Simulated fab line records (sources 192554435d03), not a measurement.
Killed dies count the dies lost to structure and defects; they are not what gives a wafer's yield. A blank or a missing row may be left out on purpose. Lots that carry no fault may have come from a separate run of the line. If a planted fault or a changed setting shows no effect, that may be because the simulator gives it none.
Chamber matching	flow n5Finfet	N5_BEOL_M2_ETCH_64 on rieDiel-01: 4 sister chambers
The step etches SOC in N2/H2, target depth 75 nm, overetch 22.5 nm, time 121.9 s. 8 wafers are shown with their chamber, then 9 later ones without.

WAFERS WITH THEIR CHAMBER
wafer	chamber	drypumpMotorCurrentA (A)	throttleValvePct (%)
L078.5	1	5.5	18.20
L079.4	2	5.8	17.41
L079.6	1	5.5	18.20
L084.1	2	5.7	17.43
L084.4	0	5.2	17.64
L085.3	0	5.2	17.64
L085.4	3	6.4	17.53
L085.6	3	6.4	17.54

WAFERS WHOSE CHAMBER IS MISSING
wafer	drypumpMotorCurrentA (A)	throttleValvePct (%)
L089.3	5.8	17.44
L089.5	5.5	18.25
L089.6	5.8	17.45
L095.1	6.4	17.56
L095.2	5.5	17.83
L095.5	5.5	17.86
L097.2	5.7	17.48
L097.5	6.4	17.58
L097.6	5.7	17.50

WHICH CHAMBER EACH WENT THROUGH
wafer	from the rows above	in truth
L089.3	2	2
L089.5	1	1
L089.6	2	2
L095.1	3	3
L095.2	0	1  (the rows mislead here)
L095.5	0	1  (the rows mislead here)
L097.2	2	2
L097.5	3	3
L097.6	2	2
Correct placement for 7 of the 9. Number that these rows cannot place: 0. 2 placed wrongly.
How it was worked out, from the rows above alone: a wafer's distance from a chamber is the root of the sum, over the readings, of the square of ((its reading less the chamber's mean) divided by the reading's scatter). If the next closest chamber is less than 2 further off than the closest, the wafer can't be placed; otherwise it belongs to the closest. For every chamber, the mean is computed from those of its wafers that are shown. The scatter: the root of (the sum of the squares of (reading less its chamber's mean) over the shown wafers, divided by (wafers less chambers)).
